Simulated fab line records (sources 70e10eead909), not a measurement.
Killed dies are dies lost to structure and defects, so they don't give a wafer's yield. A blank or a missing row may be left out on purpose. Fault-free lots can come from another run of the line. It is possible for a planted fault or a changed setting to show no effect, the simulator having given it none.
fab line records ; flow nand-harc
[record] lots = 13; wafers = 38; last-day = 33
route steps=1302 shown P_ZERO_WELL@17
lots with no fault: from the same line, run without faults
start-h: hours from the record's opening day to when the first of the lot's shown wafers began ; wait-h: hours since the lot's step before ; " same as the row above ; L1.1+2: several wafers, shown together as one row ; - value missing, or start not given ; * or withheld: withheld ; < > ~ a bound
route shown NAME@n: names a module that has steps shown in the file, with the first one's number in the route ; usual: mean and standard deviation over wafers with no fault ; same: alike in all rows ; chamber/n: place in a boat ; sites: each site's reading ; _std_site: standard deviation of those values ; _edge_site: the outer-site mean with the inner-site mean subtracted ; radius-mm: how far each site lies from the wafer's centre ; mask NAME#n: copy n ; behind: the last tool/chamber to shape the wafer ; hold: why the lot was held/for how many hours/how that ended ; device: which transistor (n, p or np) failed to switch ; end of line: tests run on the same wafers once the route is complete ; where a step has no rows: the recipe by itself ; killed: not the wafer's yield, but the dies lost to structure and defects at the first sort ; map: shows each die of a wafer: x if killed, . if not, _ if none is there
set.NAME: the setting that was run; set.NAME@STEP: the one run at that earlier step ; model.NAME: the simulator's own value behind a step, which no gauge read
route steps across a sampled set of lots; one table per step, one row per wafer
services: the hour from which a tool's chamber was out of use, counted from the record's first day as start-h (under 0 if before that day), plus the number of hours and why
[[steps]]
[step NHARC_P_ZERO_WELL_ETCH_65]
[recipe] target-depth-a = 800; overetch-a = 240; time-s = 87.88; ion-energy-ev = 200; n2-flow-sccm = 150; h2-flow-sccm = 150; ar-flow-sccm = 0; rf-w = 400; bias-w = 150; chemistry = N2/H2
[usual] chamber-pressure-mTorr = 30.000/0.025; drypump-motor-current-A = 5.4/0.51; oes-product-au = 1.003/0.013; rf-vpp-V = 429.4/2.7; showerhead-plenum-p-Torr = 2.00/0.089; throttle-valve-pct = 14.172/0.0096
lot.wafer;tool;chamber;start-h;wait-h;chamber-pressure-mTorr;drypump-motor-current-A;oes-product-au;rf-hours-counter-h;rf-vpp-V;showerhead-plenum-p-Torr;throttle-valve-pct
L114.1;rie-diel-01;3;21.48;0.1;29.982;5.3;1.022;62;428.8;1.99;14.155
L114.3;rie-diel-01;1;21.48;0.1;30.005;6.3;1.013;61;430.0;1.99;14.160
L114.5;rie-diel-01;0;21.48;0.1;30.037;6.0;1.029;-;430.6;2.06;14.177
L117.4;rie-diel-06;2;51.81;0.1;29.985;4.8;0.991;25;427.7;1.92;14.169
L117.5;rie-diel-06;3;51.81;0.1;30.022;5.0;1.013;-;428.3;1.94;14.165
L117.6;rie-diel-06;0;51.81;0.1;29.970;5.7;0.991;-;427.3;1.93;14.159
L118.1;rie-diel-01;0;61.48;0.1;29.970;6.0;1.018;8;431.2;2.06;14.177
L118.3;rie-diel-01;1;61.48;0.1;29.941;6.3;0.992;7;429.4;1.98;14.161
L118.6;rie-diel-01;1;61.48;0.1;29.988;6.3;1.005;-;428.7;1.98;14.158
L119.3;rie-diel-01;0;71.51;0.1;29.979;6.0;1.019;9;431.0;2.06;14.160
L119.5;rie-diel-01;2;71.51;0.1;30.026;6.1;1.002;-;433.5;2.13;14.181
L119.6;rie-diel-01;3;71.51;0.1;30.010;5.4;1.029;-;428.6;1.99;14.169
L121.2;rie-diel-06;3;91.38;0.1;29.963;5.0;0.999;35;427.4;1.94;14.171
L121.4;rie-diel-06;1;91.38;0.1;30.000;5.2;0.974;-;424.4;1.88;14.183
L121.5;rie-diel-06;2;91.38;0.1;29.983;4.8;0.993;-;429.2;1.92;14.186
L122.2;rie-diel-01;2;101.59;0.1;30.007;6.0;1.005;17;432.8;2.12;14.172
L122.6;rie-diel-01;0;101.59;0.1;30.005;6.0;1.019;-;430.9;2.05;14.183
L122.5;rie-diel-01;1;101.59;0.1;29.970;6.3;1.011;-;428.6;1.98;14.170
L123.2;rie-diel-01;1;111.50;0.1;30.043;6.3;1.002;19;429.5;1.98;14.184
L123.1;rie-diel-01;2;111.50;0.1;30.004;6.1;1.000;19;433.6;2.12;14.182
L123.5;rie-diel-01;0;111.50;0.1;29.973;6.0;1.005;-;430.9;2.05;14.163
L124.4;rie-diel-06;0;121.37;0.1;30.010;5.7;0.997;44;426.4;1.92;14.172
L124.3;rie-diel-06;2;121.37;0.1;30.037;4.8;1.015;52;426.6;1.91;14.168
L124.5;rie-diel-06;0;121.37;0.1;30.020;5.6;0.982;-;427.1;1.92;14.171
L125.3;rie-diel-01;2;131.65;0.1;30.026;6.1;0.995;26;433.1;2.12;14.182
L125.1;rie-diel-01;3;131.65;0.1;29.974;5.3;1.019;25;428.3;1.98;14.164
L125.2;rie-diel-01;0;131.65;0.1;29.970;6.0;1.001;25;430.9;2.05;14.180
L132.1;rie-diel-06;3;202.15;0.8;30.067;5.1;1.006;17;426.3;1.93;14.171
L132.2;rie-diel-06;0;202.15;0.8;30.005;5.7;0.993;18;426.6;1.91;14.163
L134.2;rie-diel-01;1;221.51;0.1;29.981;6.2;1.008;3;429.4;1.97;14.161
L134.6;rie-diel-01;0;221.51;0.1;30.008;6.0;1.010;-;429.9;2.04;14.166
L134.5;rie-diel-01;1;221.51;0.1;30.021;6.3;1.013;-;427.0;1.97;14.174
L135.2;rie-diel-08;0;231.50;0.1;30.024;5.1;1.002;14;429.3;1.97;14.169
L135.4;rie-diel-08;1;231.50;0.1;29.995;4.9;1.011;16;430.8;2.06;14.158
L135.5;rie-diel-08;0;231.50;0.1;30.046;5.1;1.001;-;428.4;1.97;14.162
L137.2;rie-diel-08;2;251.50;0.1;29.976;4.8;0.997;20;427.5;1.96;14.169
L137.4;rie-diel-08;3;251.50;0.1;30.009;5.2;1.000;18;436.4;2.21;14.182
L137.6;rie-diel-08;0;251.50;0.1;29.977;5.1;0.990;-;429.8;1.97;14.194
[step NHARC_P_ZERO_WELL_ETCH_63]
[recipe] target-depth-a = 1200; time-s = 40.1; hbr-flow-sccm = 150; cl2-flow-sccm = 50; rf-w = 400; icp-w = 400; bias-w = 100; chemistry = HBr/Cl2
[usual] chamber-pressure-mTorr = 14.999/0.014; drypump-motor-current-A = 5.9/0.36; oes-product-au = 1.003/0.009; throttle-valve-pct = 26.408/0.0087
lot.wafer;tool;chamber;start-h;wait-h;chamber-pressure-mTorr;drypump-motor-current-A;oes-product-au;rf-hours-counter-h;throttle-valve-pct
L114.3;rie-si-03;2;21.65;-;14.986;5.0;0.983;0.94;26.407
L114.1;rie-si-03;3;21.65;-;14.993;5.8;1.002;0.89;26.411
L114.5;rie-si-03;3;21.65;-;15.002;5.8;0.997;-;26.406
L117.4;rie-si-02;0;52.08;-;14.981;6.1;0.999;0.63;26.413
L117.5;rie-si-02;3;52.08;-;15.003;5.8;0.993;-;26.403
L117.6;rie-si-02;0;52.08;-;14.978;6.1;1.004;-;26.412
L118.3;rie-si-02;2;61.68;-;14.992;5.6;1.015;0.96;26.401
L118.1;rie-si-02;3;61.68;-;14.980;5.8;0.998;0.90;26.401
L118.6;rie-si-02;0;61.68;-;14.981;6.1;1.006;-;26.426
L119.3;rie-si-03;0;71.68;-;14.983;6.3;1.014;0.17;26.414
L119.6;rie-si-03;3;71.68;-;15.016;5.8;1.007;-;26.406
L119.5;rie-si-03;0;71.68;-;15.018;6.3;1.007;-;26.415
L121.2;rie-si-02;0;91.60;-;14.994;6.1;0.996;0.90;26.424
L121.4;rie-si-02;0;91.60;-;15.015;6.1;0.999;-;26.419
L121.5;rie-si-02;1;91.60;-;15.007;5.9;0.999;-;26.416
L122.2;rie-si-03;0;101.75;-;15.001;6.3;1.017;0.36;26.405
L122.6;rie-si-03;0;101.75;-;14.984;6.3;1.018;-;26.411
L122.5;rie-si-03;1;101.75;-;15.003;5.7;1.010;-;26.400
L123.2;rie-si-05;2;111.66;-;15.031;6.3;1.004;1.05;26.406
L123.1;rie-si-05;1;111.66;-;14.979;5.9;1.014;1.05;26.399
L123.5;rie-si-05;2;111.66;-;14.991;6.3;1.017;-;26.410
L124.3;rie-si-03;3;121.53;-;15.022;5.8;1.010;0.39;26.410
L124.4;rie-si-03;1;121.53;-;15.003;5.7;1.012;0.49;26.413
L124.5;rie-si-03;0;121.53;-;15.009;6.3;1.016;-;26.404
L125.1;rie-si-03;0;131.82;-;15.000;6.3;1.027;0.54;26.409
L125.3;rie-si-03;1;131.82;-;14.986;5.7;1.020;0.51;26.400
L125.2;rie-si-03;2;131.82;-;15.004;5.0;0.997;0.41;26.401
L132.1;rie-si-02;0;202.33;-;14.998;6.1;0.996;0.50;26.417
L132.2;rie-si-02;2;202.33;-;14.993;5.6;1.316;0.52;26.408
L134.2;rie-si-02;1;221.73;-;15.002;5.9;1.303;0.65;26.414
L134.6;rie-si-02;2;221.73;-;15.000;5.6;1.007;-;26.403
L134.5;rie-si-02;3;221.73;-;14.997;5.7;1.322;-;26.408
L135.2;rie-si-02;0;231.68;-;14.995;6.1;1.302;0.64;26.414
L135.4;rie-si-02;2;231.68;-;14.978;5.6;0.995;0.68;26.409
L135.5;rie-si-02;1;231.68;-;15.010;5.9;1.306;-;26.415
L137.2;rie-si-05;2;251.66;-;15.008;6.3;1.009;0.73;26.393
L137.4;rie-si-05;1;251.66;-;14.975;6.0;1.004;0.74;26.413
L137.6;rie-si-05;2;251.66;-;14.975;6.2;1.015;-;26.385
[step NHARC_P_ZERO_WELL_CD_MEAS_24]
[recipe] target-cd-nm = 720; landing-energy-ev = 500
[usual] cd-nm = 719.3/1.5
lot.wafer;tool;chamber;start-h;wait-h;cd-nm
L114.1;cd-sem-02;0;22.46;-;721.1
L114.3;cd-sem-02;0;22.46;-;718.5
L114.5;cd-sem-02;0;22.46;-;718.6
L117.4;cd-sem-03;0;53.00;-;719.4
L117.5;cd-sem-03;0;53.00;-;720.2
L117.6;cd-sem-03;0;53.00;-;719.8
L118.1;cd-sem-03;0;62.58;-;721.8
L118.3;cd-sem-03;0;62.58;-;718.5
L118.6;cd-sem-03;0;62.58;-;721.5
L119.3;cd-sem-01;0;72.60;-;719.7
L119.5;cd-sem-01;0;72.60;-;720.3
L119.6;cd-sem-01;0;72.60;-;718.7
L121.2;cd-sem-01;0;92.58;-;719.4
L121.4;cd-sem-01;0;92.58;-;719.7
L121.5;cd-sem-01;0;92.58;-;718.3
L122.2;cd-sem-01;0;102.69;-;716.9
L122.5;cd-sem-01;0;102.69;-;718.4
L122.6;cd-sem-01;0;102.69;-;717.8
L123.1;cd-sem-01;0;112.59;-;718.7
L123.2;cd-sem-01;0;112.59;-;719.8
L123.5;cd-sem-01;0;112.59;-;719.0
L124.3;cd-sem-02;0;122.46;-;719.0
L124.4;cd-sem-02;0;122.46;-;719.0
L124.5;cd-sem-02;0;122.46;-;720.8
L125.1;cd-sem-02;0;132.75;-;718.0
L125.2;cd-sem-02;0;132.75;-;720.1
L125.3;cd-sem-02;0;132.75;-;719.4
L132.1;cd-sem-01;0;203.11;-;717.5
L132.2;cd-sem-01;0;203.11;-;715.1
L134.2;cd-sem-02;0;222.63;-;718.5
L134.5;cd-sem-02;0;222.63;-;718.2
L134.6;cd-sem-02;0;222.63;-;719.0
L135.2;cd-sem-02;0;232.48;-;717.5
L135.4;cd-sem-02;0;232.48;-;718.3
L135.5;cd-sem-02;0;232.48;-;719.8
L137.2;cd-sem-02;0;252.47;-;718.0
L137.4;cd-sem-02;0;252.47;-;722.3
L137.6;cd-sem-02;0;252.47;-;719.0
[step NHARC_P_ZERO_WELL_INSPECT_43]
[usual] raw-defect-count = 13/5.8
lot.wafer;tool;chamber;start-h;wait-h;raw-defect-count
L114.1;defect-inspect-02;-;30.05;0.6;13
L114.3;defect-inspect-02;-;30.05;0.6;7
L114.5;defect-inspect-02;-;30.05;0.6;8
L117.4;defect-inspect-02;-;57.83;0.2;10
L117.5;defect-inspect-02;-;57.83;0.2;16
L117.6;defect-inspect-02;-;57.83;0.2;16
L118.1;defect-inspect-01;-;67.67;0.6;18
L118.3;defect-inspect-01;-;67.67;0.6;12
L118.6;defect-inspect-01;-;67.67;0.6;4
L119.3;defect-inspect-01;-;77.55;0.4;16
L119.5;defect-inspect-01;-;77.55;0.4;15
L119.6;defect-inspect-01;-;77.55;0.4;13
L121.2;defect-inspect-01;-;97.82;0.5;10
L121.4;defect-inspect-01;-;97.82;0.5;8
L121.5;defect-inspect-01;-;97.82;0.5;9
L122.2;defect-inspect-01;-;107.66;0.5;8
L122.5;defect-inspect-01;-;107.66;0.5;12
L122.6;defect-inspect-01;-;107.66;0.5;11
L123.1;defect-inspect-02;-;117.70;0.6;16
L123.2;defect-inspect-02;-;117.70;0.6;11
L123.5;defect-inspect-02;-;117.70;0.6;6
L124.3;defect-inspect-01;-;127.64;0.4;14
L124.4;defect-inspect-01;-;127.64;0.4;11
L124.5;defect-inspect-01;-;127.64;0.4;12
L125.1;defect-inspect-01;-;137.70;0.6;23
L125.2;defect-inspect-01;-;137.70;0.6;14
L125.3;defect-inspect-01;-;137.70;0.6;9
L132.1;defect-inspect-01;-;208.08;0.6;9
L132.2;defect-inspect-01;-;208.08;0.6;13
L134.2;defect-inspect-01;-;227.75;0.5;14
L134.5;defect-inspect-01;-;227.75;0.5;9
L134.6;defect-inspect-01;-;227.75;0.5;17
L135.2;defect-inspect-02;-;237.48;0.5;9
L135.4;defect-inspect-02;-;237.48;0.5;12
L135.5;defect-inspect-02;-;237.48;0.5;6
L137.2;defect-inspect-02;-;257.56;0.5;6
L137.4;defect-inspect-02;-;257.56;0.5;8
L137.6;defect-inspect-02;-;257.56;0.5;14
[[services]]
tool;chamber;start-h;hours;kind
rie-diel-01;0;10.45;-;clean
rie-diel-08;-;16.24;9.0;pm
rie-si-05;0;20.78;1.9;repair
rie-diel-01;-;26.84;9.0;pm
rie-si-02;0;33.09;5.6;repair
rie-diel-01;3;38.83;1.3;repair
rie-si-03;-;44.00;9.0;pm
rie-si-02;2;69.45;22.5;repair
rie-si-05;2;71.74;4.1;repair
rie-diel-01;-;77.97;0.9;repair
rie-si-02;3;85.36;11.6;repair
rie-diel-06;0;89.52;6.3;repair
rie-si-02;-;100.59;9.0;pm
rie-diel-08;1;120.18;10.5;repair
rie-diel-08;3;123.60;3.6;repair
rie-si-05;0;127.59;1.3;repair
rie-si-05;-;128.00;9.0;pm
rie-diel-06;-;130.27;9.0;pm
rie-si-02;-;161.07;0.3;repair
rie-diel-06;-;164.31;0.8;repair
rie-si-05;0;170.68;12.5;repair
rie-diel-08;-;193.29;9.0;pm
rie-diel-01;-;203.84;9.0;pm
rie-si-03;-;221.00;9.0;pm
[[key]]
[first-sign] step = NHARC_P_ZERO_WELL_ETCH_63; reading = oes-product-au; direction = up; sigmas = 34; usual = 1.003; struck = 1.310
effect none on later readings
met-at NHARC_P_ZERO_WELL_ETCH_63
struck-lots L132,L134,L135
struck-wafers L132.2,L134.2,L134.5,L135.2,L135.5
tester-left-out L132,L134,L135
not-acting-at NHARC_P_ZERO_WELL_ETCH_65,NHARC_P_ZERO_WELL_CD_MEAS_24,NHARC_P_ZERO_WELL_INSPECT_43
onset-between 91.60 202.33
[fault] kind = process-parameter-drift; tool = rie-si-02; chamber = -; onset-h = 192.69; steps = NHARC_P_ZERO_WELL_ETCH_63; channel = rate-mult; offset = 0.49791; shape = step; end-h = 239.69; scope = struck-wafers-only
// tester-left-out: of these lots the tester's yield and bins aren't shown, on N5 and GAA mostly nor the transistor test; their killed dies are dies lost to structure and defects alone, not to doping, threshold or leakage, so they don't give the yield
